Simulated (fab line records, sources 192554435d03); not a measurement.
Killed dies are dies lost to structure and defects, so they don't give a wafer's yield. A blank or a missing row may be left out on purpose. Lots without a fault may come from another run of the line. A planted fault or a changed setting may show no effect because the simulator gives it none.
A struck lot beside a sound one | flow n5_finfet | 14 steps out of a route of 1938
Sound: wafers L598.1, L598.4, L598.6. Struck: wafers L588.1, L588.2, L588.6. The cause comes at the end.
At each step with rows: each side's tool, then ch and its chambers, then its first start. Under that, the readings that differ: sound wafers | struck wafers | difference of the means | sigmas: that difference in standard deviations of wafers without a fault.
alike: readings whose means differ by less than 2 such deviations, and words and numbers that are the same on both sides. not compared: withheld readings, readings that some wafer has no value for, bounds like >300 that may hide the same value, and numbers for which the record gives no deviation and whose values overlap.
The two part at a step that has a row with sigmas, a row that says differs or no value, or rows on one side only. Numbers that don't overlap but have no deviation are shown without sigmas and don't part them. A reading that every wafer of one side lacks parts them only if that side has two wafers or more.

N5_MIM_BOT_DEGAS_01: time 60 s.
  sound on pvd_sputter-03, day 16 09:07; struck on pvd_sputter-03, day 13 09:22
  alike: heater_power_w
N5_MIM_BOT_SPUTTER_00: material TiN, target thk 35 nm, time 89.7 s.
  sound on pvd_sputter-03, day 16 09:10; struck on pvd_sputter-03, day 13 09:24
  alike: cathode_dc_power_W, throttle_valve_pct
N5_MIM_TOP_ALD_00: deposits Al2O3, purge time 3 s, co reactant pulse time 3 s.
  sound on ald_hk-03 ch 0,1,3, day 16 09:16; struck on ald_hk-01 ch 0,3, day 13 09:30
  alike: precursor_pulse_height_rel
then, 1 step without rows for these wafers: N5_MIM_TOP_ALD_01 (deposits HfO2, target thk 5.6 nm, pulse time 1 s, purge time 3 s).
N5_MIM_TOP_ALD_02: deposits Al2O3, purge time 3 s, co reactant pulse time 3 s.
  sound on ald_hk-03 ch 0,1,3; struck on ald_hk-01 ch 0,3
  alike: precursor_pulse_height_rel
N5_MIM_TOP_DEGAS_04: time 60 s.
  sound on pvd_sputter-01, day 16 10:09; struck on pvd_sputter-03, day 13 10:14
  alike: heater_power_w
then, 6 steps without rows for these wafers: N5_MIM_TOP_SPUTTER_03 (material TiN, target thk 35 nm, time 89.7 s); N5_MIM_TOP_LITHO_HMDS_01 (time 60 s); N5_MIM_TOP_LITHO_COAT_02; N5_MIM_TOP_LITHO_EBR_04; N5_MIM_TOP_LITHO_SOFTBAKE_03 (time 90 s); N5_MIM_TOP_LITHO_EXPOSE_05 (exposes mask MIM TOP, target cd 2000 nm).
N5_MIM_TOP_LITHO_PEB_06:
  sound on litho_track-01 ch 0, day 16 10:28; struck on litho_track-02, day 13 10:41
  reading         | sound          | struck | difference                    | sigmas
  exhaust_pa (Pa) | 44.6 44.8 45.4 | - - -  | no value on the struck wafers |
  not compared: chill_plate_temp_C, peb_time_s
then, 1 step without rows for these wafers: N5_MIM_TOP_LITHO_DEVELOP_07 (develop time 60 s).

WHERE THEY PART
Only at N5_MIM_TOP_LITHO_PEB_06, within this record.

WHY: what the simulator had put in
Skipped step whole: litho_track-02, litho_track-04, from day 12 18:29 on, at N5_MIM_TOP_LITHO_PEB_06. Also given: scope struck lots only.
